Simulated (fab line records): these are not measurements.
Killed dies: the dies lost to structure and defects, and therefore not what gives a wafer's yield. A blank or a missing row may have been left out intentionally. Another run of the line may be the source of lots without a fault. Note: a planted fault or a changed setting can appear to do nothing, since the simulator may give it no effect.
Which tool did it? / flow n5-finfet / Sampling: 9 lots, 27 wafers, 6 of 1938 route steps

== WHAT EACH GAUGE READ, for each wafer ==
N5_SD_ACTIVATION_RS_MEAS_03: the measuring method here is four-point-probe. Usual: RS_SD_N 21.9 ohm/sq, standard deviation 0.3; RS_SD_P 56.1 ohm/sq, standard deviation 0.82.
lot=L644; measured=day 3 10:36; on=film-metro-01; RS_SD_N (ohm/sq)=22.5 22.3 22.1; RS_SD_P (ohm/sq)=57.7 56.7 58.0; flag=
lot=L645; measured=day 3 16:04; on=film-metro-01; RS_SD_N (ohm/sq)=22.3 22.2 21.9; RS_SD_P (ohm/sq)=56.2 57.3 56.6; flag=
lot=L647; measured=day 4 07:16; on=film-metro-02; RS_SD_N (ohm/sq)=21.7 21.6 21.9; RS_SD_P (ohm/sq)=57.0 56.9 56.8; flag=
lot=L648; measured=day 4 10:19; on=film-metro-02; RS_SD_N (ohm/sq)=22.0 22.0 21.9; RS_SD_P (ohm/sq)=56.1 55.9 56.4; flag=
lot=L658; measured=day 6 21:54; on=film-metro-02; RS_SD_N (ohm/sq)=18.5 18.4 18.2; RS_SD_P (ohm/sq)=55.9 56.0 56.4; flag=OFF
lot=L660; measured=day 7 15:47; on=film-metro-02; RS_SD_N (ohm/sq)=18.5 18.5 18.6; RS_SD_P (ohm/sq)=57.2 56.5 56.6; flag=OFF
lot=L661; measured=day 7 18:31; on=film-metro-01; RS_SD_N (ohm/sq)=21.7 21.9 22.3; RS_SD_P (ohm/sq)=57.0 57.3 57.5; flag=
lot=L665; measured=day 8 15:41; on=film-metro-01; RS_SD_N (ohm/sq)=21.5 21.7 22.1; RS_SD_P (ohm/sq)=55.7 56.1 55.3; flag=
lot=L667; measured=day 9 03:52; on=film-metro-02; RS_SD_N (ohm/sq)=22.3 22.1 22.0; RS_SD_P (ohm/sq)=56.5 56.8 57.3; flag=

N5_BEOL_M4_RC_MEAS_101. Usual: DIBL_N 36.5 mV/V, standard deviation 1.4; DIBL_P 36.5 mV/V, standard deviation 1.6; IOFF_N 0.163 nA/um, standard deviation 0.022; IOFF_P 0.219 nA/um, standard deviation 0.029; IOFF_P_LONG 0.000105 nA/um, standard deviation 9.1e-06; ION_N 675 uA/um, standard deviation 8.3; ION_P 464 uA/um, standard deviation 6.2; RC_DENSE_N 19.0 ohm.um, standard deviation 0.33; RC_N 15.45 ohm.um, standard deviation 0.25; REXT_N 74.7 ohm.um, standard deviation 1.6; RS_SD_N 28.4 ohm/sq, standard deviation 0.38; SS_N 71.5 mV/dec, standard deviation 0.52; SS_P 73.4 mV/dec, standard deviation 0.57; VT_N 249.7 mV, standard deviation 2.6; VT_P -250 mV, standard deviation 3.
lot=L644; measured=day 7 20:59; on=prober-02; DIBL_N (mV/V)=35.8 38.3 36.7; DIBL_P (mV/V)=35.3 37.5 37.0; IOFF_N (nA/um)=0.140 0.177 0.152; IOFF_P (nA/um)=0.185 0.224 0.201; IOFF_P_LONG (nA/um)=0.000104 0.000103 0.000103; ION_N (uA/um)=661 671 670; ION_P (uA/um)=459 462 465; RC_DENSE_N (ohm.um)=19.1 18.7 18.6; RC_N (ohm.um)=15.51 15.23 15.16; REXT_N (ohm.um)=75.7 73.7 74.3; RS_SD_N (ohm/sq)=29.3 28.7 28.8; SS_N (mV/dec)=71.2 72.1 71.2; SS_P (mV/dec)=72.5 73.1 72.9; VT_N (mV)=250.8 248.6 249.0; VT_P (mV)=-250 -247 -249; flag=
lot=L645; measured=day 8 03:10; on=prober-01; DIBL_N (mV/V)=38.3 36.7 36.8; DIBL_P (mV/V)=37.0 34.9 34.5; IOFF_N (nA/um)=0.170 0.139 0.136; IOFF_P (nA/um)=0.252 0.215 0.199; IOFF_P_LONG (nA/um)=0.000112 0.000113 0.000114; ION_N (uA/um)=673 661 669; ION_P (uA/um)=472 462 468; RC_DENSE_N (ohm.um)=18.5 18.5 18.7; RC_N (ohm.um)=15.09 15.04 15.24; REXT_N (ohm.um)=73.2 73.5 73.4; RS_SD_N (ohm/sq)=28.7 28.7 28.1; SS_N (mV/dec)=71.9 71.2 70.9; SS_P (mV/dec)=73.3 73.9 73.2; VT_N (mV)=252.2 254.3 253.8; VT_P (mV)=-249 -248 -249; flag=
lot=L647; measured=day 9 04:06; on=prober-02; DIBL_N (mV/V)=35.5 36.6 34.2; DIBL_P (mV/V)=37.1 38.6 34.9; IOFF_N (nA/um)=0.148 0.168 0.125; IOFF_P (nA/um)=0.205 0.224 0.172; IOFF_P_LONG (nA/um)=9.9e-05 9.7e-05 9.3e-05; ION_N (uA/um)=671 675 659; ION_P (uA/um)=465 460 456; RC_DENSE_N (ohm.um)=19.4 18.8 19.6; RC_N (ohm.um)=16.04 15.44 16.05; REXT_N (ohm.um)=76.4 76.6 76.9; RS_SD_N (ohm/sq)=27.8 27.9 28.1; SS_N (mV/dec)=71.2 71.8 70.9; SS_P (mV/dec)=73.5 73.5 72.6; VT_N (mV)=253.1 249.6 253.6; VT_P (mV)=-252 -252 -254; flag=
lot=L648; measured=day 9 19:38; on=prober-02; DIBL_N (mV/V)=38.0 37.2 37.7; DIBL_P (mV/V)=38.5 37.4 38.7; IOFF_N (nA/um)=0.187 0.190 0.194; IOFF_P (nA/um)=0.234 0.208 0.236; IOFF_P_LONG (nA/um)=0.000107 0.000107 0.000104; ION_N (uA/um)=682 691 687; ION_P (uA/um)=462 466 461; RC_DENSE_N (ohm.um)=19.1 19.1 19.3; RC_N (ohm.um)=15.32 15.34 15.75; REXT_N (ohm.um)=69.6 69.0 70.3; RS_SD_N (ohm/sq)=28.6 28.5 28.6; SS_N (mV/dec)=72.1 72.5 72.0; SS_P (mV/dec)=74.0 72.4 73.9; VT_N (mV)=247.6 245.4 246.8; VT_P (mV)=-249 -251 -251; flag=OFF
lot=L658; measured=day 11 18:43; on=prober-02; DIBL_N (mV/V)=34.8 36.1 36.2; DIBL_P (mV/V)=36.2 38.0 37.9; IOFF_N (nA/um)=0.141 0.165 0.165; IOFF_P (nA/um)=0.210 0.224 0.229; IOFF_P_LONG (nA/um)=0.000209 0.000214 0.000223; ION_N (uA/um)=674 691 679; ION_P (uA/um)=457 454 459; RC_DENSE_N (ohm.um)=16.2 16.2 15.8; RC_N (ohm.um)=13.22 13.11 12.76; REXT_N (ohm.um)=68.0 68.1 67.5; RS_SD_N (ohm/sq)=24.7 24.6 24.1; SS_N (mV/dec)=71.8 71.4 71.8; SS_P (mV/dec)=73.9 73.7 73.7; VT_N (mV)=253.2 252.8 249.2; VT_P (mV)=-251 -251 -250; flag=OFF
lot=L660; measured=day 11 22:12; on=prober-02; DIBL_N (mV/V)=36.2 34.1 35.7; DIBL_P (mV/V)=37.1 33.7 36.5; IOFF_N (nA/um)=0.155 0.114 0.158; IOFF_P (nA/um)=0.218 0.167 0.218; IOFF_P_LONG (nA/um)=0.000229 0.00022 0.000224; ION_N (uA/um)=672 673 690; ION_P (uA/um)=448 450 461; RC_DENSE_N (ohm.um)=15.6 15.4 16.2; RC_N (ohm.um)=12.83 12.58 13.22; REXT_N (ohm.um)=68.7 67.8 69.1; RS_SD_N (ohm/sq)=24.6 24.7 24.5; SS_N (mV/dec)=70.8 70.5 71.3; SS_P (mV/dec)=73.0 72.9 73.6; VT_N (mV)=249.0 254.6 249.1; VT_P (mV)=-251 -257 -248; flag=OFF
lot=L661; measured=day 12 07:55; on=prober-02; DIBL_N (mV/V)=37.0 37.5 37.3; DIBL_P (mV/V)=38.0 37.7 37.9; IOFF_N (nA/um)=0.185 0.187 0.180; IOFF_P (nA/um)=0.256 0.247 0.249; IOFF_P_LONG (nA/um)=0.000113 0.000111 0.000114; ION_N (uA/um)=686 677 680; ION_P (uA/um)=470 460 467; RC_DENSE_N (ohm.um)=18.9 18.8 18.9; RC_N (ohm.um)=15.42 15.38 15.33; REXT_N (ohm.um)=76.4 76.2 77.3; RS_SD_N (ohm/sq)=28.4 28.5 29.2; SS_N (mV/dec)=71.1 72.3 71.8; SS_P (mV/dec)=73.8 73.7 73.4; VT_N (mV)=248.4 250.2 248.8; VT_P (mV)=-249 -247 -246; flag=
lot=L665; measured=day 13 10:22; on=prober-01; DIBL_N (mV/V)=35.9 34.6 36.0; DIBL_P (mV/V)=37.2 35.2 37.6; IOFF_N (nA/um)=0.158 0.136 0.166; IOFF_P (nA/um)=0.203 0.166 0.203; IOFF_P_LONG (nA/um)=9.1e-05 8.9e-05 8.9e-05; ION_N (uA/um)=675 668 682; ION_P (uA/um)=467 458 463; RC_DENSE_N (ohm.um)=18.8 18.9 19.1; RC_N (ohm.um)=15.39 15.33 15.47; REXT_N (ohm.um)=73.0 73.6 73.8; RS_SD_N (ohm/sq)=28.2 28.4 28.6; SS_N (mV/dec)=71.4 70.9 71.8; SS_P (mV/dec)=73.2 73.3 73.5; VT_N (mV)=251.6 251.9 249.8; VT_P (mV)=-253 -258 -252; flag=
lot=L667; measured=day 14 04:43; on=prober-02; DIBL_N (mV/V)=36.6 37.2 34.9; DIBL_P (mV/V)=35.7 36.7 33.8; IOFF_N (nA/um)=0.149 0.164 0.132; IOFF_P (nA/um)=0.218 0.243 0.196; IOFF_P_LONG (nA/um)=0.000104 0.000106 0.000103; ION_N (uA/um)=661 665 667; ION_P (uA/um)=460 458 467; RC_DENSE_N (ohm.um)=19.1 19.0 18.6; RC_N (ohm.um)=15.69 15.41 15.09; REXT_N (ohm.um)=77.4 75.9 76.3; RS_SD_N (ohm/sq)=28.5 28.7 28.4; SS_N (mV/dec)=71.8 72.8 71.7; SS_P (mV/dec)=73.4 73.9 72.7; VT_N (mV)=251.6 250.0 254.0; VT_P (mV)=-250 -248 -251; flag=

== WHICH TOOL RAN EACH LOT (tool, then ch and the chambers of the sampled wafers, then the start) ==
lot=L644; N5_SD_EPI_N_VAPOR_ETCH_50=epi-rpcvd-02 ch 0, day 3 01:46; N5_SD_ACTIVATION_LSA_01=laser-anneal-01 ch 0, day 3 10:24; N5_ILD0_LINER_00=ald-sin-04 ch 0,2,3, day 3 11:17; N5_ILD0_CMP_07=cmp-01 ch 0,1,3, day 3 14:00
lot=L645; N5_SD_EPI_N_VAPOR_ETCH_50=epi-rpcvd-04 ch 0, day 3 08:53; N5_SD_ACTIVATION_LSA_01=laser-anneal-02 ch 0, day 3 15:52; N5_ILD0_LINER_00=ald-sin-02 ch 0,1,2, day 3 16:32; N5_ILD0_CMP_07=cmp-01 ch 0,2,3, day 3 19:16
lot=L647; N5_SD_EPI_N_VAPOR_ETCH_50=epi-rpcvd-01 ch 0, day 3 23:35; N5_SD_ACTIVATION_LSA_01=laser-anneal-02 ch 0, day 4 07:05; N5_ILD0_LINER_00=ald-sin-04 ch 0,1,2, day 4 07:34; N5_ILD0_CMP_07=cmp-03 ch 0,1,3, day 4 10:22
lot=L648; N5_SD_EPI_N_VAPOR_ETCH_50=epi-rpcvd-02 ch 0, day 4 03:17; N5_SD_ACTIVATION_LSA_01=laser-anneal-01 ch 0, day 4 10:08; N5_ILD0_LINER_00=ald-sin-01 ch 0,2,3, day 4 10:37; N5_ILD0_CMP_07=cmp-03 ch 0,2,3, day 4 13:25
lot=L658; N5_SD_EPI_N_VAPOR_ETCH_50=epi-rpcvd-01 ch 0, day 6 13:55; N5_SD_ACTIVATION_LSA_01=laser-anneal-01 ch 0, day 6 21:42; N5_ILD0_LINER_00=ald-sin-01 ch 0,1,2, day 6 22:21; N5_ILD0_CMP_07=cmp-02 ch 1,2,3, day 7 01:05
lot=L660; N5_SD_EPI_N_VAPOR_ETCH_50=epi-rpcvd-01 ch 0, day 7 08:25; N5_SD_ACTIVATION_LSA_01=laser-anneal-01 ch 0, day 7 15:35; N5_ILD0_LINER_00=ald-sin-04 ch 1,2,3, day 7 16:25; N5_ILD0_CMP_07=cmp-02 ch 1,3, day 7 19:08
lot=L661; N5_SD_EPI_N_VAPOR_ETCH_50=epi-rpcvd-02 ch 0, day 7 08:37; N5_SD_ACTIVATION_LSA_01=laser-anneal-02 ch 0, day 7 18:19; N5_ILD0_LINER_00=ald-sin-02 ch 1,2, day 7 18:52; N5_ILD0_CMP_07=cmp-01 ch 2,3, day 7 21:41
lot=L665; N5_SD_EPI_N_VAPOR_ETCH_50=epi-rpcvd-02 ch 0, day 8 08:12; N5_SD_ACTIVATION_LSA_01=laser-anneal-02 ch 0, day 8 15:28; N5_ILD0_LINER_00=ald-sin-01 ch 0,2, day 8 16:20; N5_ILD0_CMP_07=cmp-03 ch 0,3, day 8 19:02
lot=L667; N5_SD_EPI_N_VAPOR_ETCH_50=epi-rpcvd-02 ch 0, day 8 20:44; N5_SD_ACTIVATION_LSA_01=laser-anneal-02 ch 0, day 9 03:40; N5_ILD0_LINER_00=ald-sin-04 ch 0,1,3, day 9 04:13; N5_ILD0_CMP_07=cmp-01 ch 0,1,2, day 9 07:16
- N5_SD_EPI_N_VAPOR_ETCH_50: etches Si in HCl, time 54 s.
- N5_SD_ACTIVATION_LSA_01: time 0.0008 s.
- N5_ILD0_LINER_00: material SiNx, target thk 4 nm, pulse time 1 s, purge time 2 s.
- N5_ILD0_CMP_07: polishes SiO2 flowable, stops on poly-Si, t overpolish 1.18 s, target thk 138.88 nm.

== WHAT THE TOOLS THEMSELVES READ (means of the sampled wafers that have a number; where no wafer has one, the mark that the record gives instead) ==
N5_SD_EPI_N_VAPOR_ETCH_50. Usual: throttle-valve-pct 11.7 %, standard deviation 0.51.
lot=L644; tool=epi-rpcvd-02; throttle-valve-pct (%)=12.3; flag=
lot=L645; tool=epi-rpcvd-04; throttle-valve-pct (%)=11.3; flag=
lot=L647; tool=epi-rpcvd-01; throttle-valve-pct (%)=11.5; flag=
lot=L648; tool=epi-rpcvd-02; throttle-valve-pct (%)=12.1; flag=
lot=L658; tool=epi-rpcvd-01; throttle-valve-pct (%)=11.4; flag=
lot=L660; tool=epi-rpcvd-01; throttle-valve-pct (%)=11.5; flag=
lot=L661; tool=epi-rpcvd-02; throttle-valve-pct (%)=12.4; flag=
lot=L665; tool=epi-rpcvd-02; throttle-valve-pct (%)=12.2; flag=
lot=L667; tool=epi-rpcvd-02; throttle-valve-pct (%)=12.2; flag=

N5_SD_ACTIVATION_LSA_01. Usual: wafer_temp_C_max 1086.3, standard deviation 2.7.
lot=L644 tool=laser-anneal-01 wafer_temp_C_max=1089.2 flag=
lot=L645 tool=laser-anneal-02 wafer_temp_C_max=1084.4 flag=
lot=L647 tool=laser-anneal-02 wafer_temp_C_max=1083.7 flag=
lot=L648 tool=laser-anneal-01 wafer_temp_C_max=1089.4 flag=
lot=L658 tool=laser-anneal-01 wafer_temp_C_max=1121.9 flag=OFF
lot=L660 tool=laser-anneal-01 wafer_temp_C_max=1121.9 flag=OFF
lot=L661 tool=laser-anneal-02 wafer_temp_C_max=1083.9 flag=
lot=L665 tool=laser-anneal-02 wafer_temp_C_max=1084.1 flag=
lot=L667 tool=laser-anneal-02 wafer_temp_C_max=1084.1 flag=

N5_ILD0_LINER_00. Usual: heater-power-w 830 W, standard deviation 63; precursor-pulse-height-rel 1.000, standard deviation 0.018.
lot=L644; tool=ald-sin-04; heater-power-w (W)=865; precursor-pulse-height-rel=0.995; flag=
lot=L645; tool=ald-sin-02; heater-power-w (W)=758; precursor-pulse-height-rel=0.991; flag=
lot=L647; tool=ald-sin-04; heater-power-w (W)=836; precursor-pulse-height-rel=1.006; flag=
lot=L648; tool=ald-sin-01; heater-power-w (W)=896; precursor-pulse-height-rel=1.002; flag=
lot=L658; tool=ald-sin-01; heater-power-w (W)=848; precursor-pulse-height-rel=1.002; flag=
lot=L660; tool=ald-sin-04; heater-power-w (W)=839; precursor-pulse-height-rel=0.997; flag=
lot=L661; tool=ald-sin-02; heater-power-w (W)=759; precursor-pulse-height-rel=0.986; flag=
lot=L665; tool=ald-sin-01; heater-power-w (W)=865; precursor-pulse-height-rel=0.997; flag=
lot=L667; tool=ald-sin-04; heater-power-w (W)=804; precursor-pulse-height-rel=0.993; flag=

N5_ILD0_CMP_07. Usual: motor-current-A 11.9 A, standard deviation 1.3.
lot=L644; tool=cmp-01; motor-current-A (A)=11.5; flag=
lot=L645; tool=cmp-01; motor-current-A (A)=11.9; flag=
lot=L647; tool=cmp-03; motor-current-A (A)=13.3; flag=
lot=L648; tool=cmp-03; motor-current-A (A)=14.2; flag=
lot=L658; tool=cmp-02; motor-current-A (A)=11.9; flag=
lot=L660; tool=cmp-02; motor-current-A (A)=11.9; flag=
lot=L661; tool=cmp-01; motor-current-A (A)=11.2; flag=
lot=L665; tool=cmp-03; motor-current-A (A)=15.0; flag=
lot=L667; tool=cmp-01; motor-current-A (A)=11.6; flag=

== THE ANSWER, worked out from the rows above alone ==
Rule: a lot is off if the mean of its wafers that have a number lies more than 3 standard deviations from the usual mean. A lot without any number at a reading at which 4 lots or more have one is off too. All remaining lots with rows at the step are treated as sound. After the gauges, taken in route order, come the tools' own readings; for these a lot's mean is taken, as printed above. At the first step where some lot is off, the reading lying furthest off is the one used; lots without a number count as furthest.
Off: at N5_SD_ACTIVATION_RS_MEAS_03 (RS_SD_N), L658, L660.
If a tool, at a process step before that reading, ran all the lots that are off and no sound lot after the first of them, it fits. The gauges at N5_SD_ACTIVATION_RS_MEAS_03 aren't tried: what is off there is off at N5_BEOL_M4_RC_MEAS_101 too, on other tools, and a gauge's error can't cause that. 2 tools fit, epi-rpcvd-01 at N5_SD_EPI_N_VAPOR_ETCH_50 and laser-anneal-01 at N5_SD_ACTIVATION_LSA_01, so this cannot tell which one it is.

== WHAT THE SIMULATOR HAD PUT IN ==
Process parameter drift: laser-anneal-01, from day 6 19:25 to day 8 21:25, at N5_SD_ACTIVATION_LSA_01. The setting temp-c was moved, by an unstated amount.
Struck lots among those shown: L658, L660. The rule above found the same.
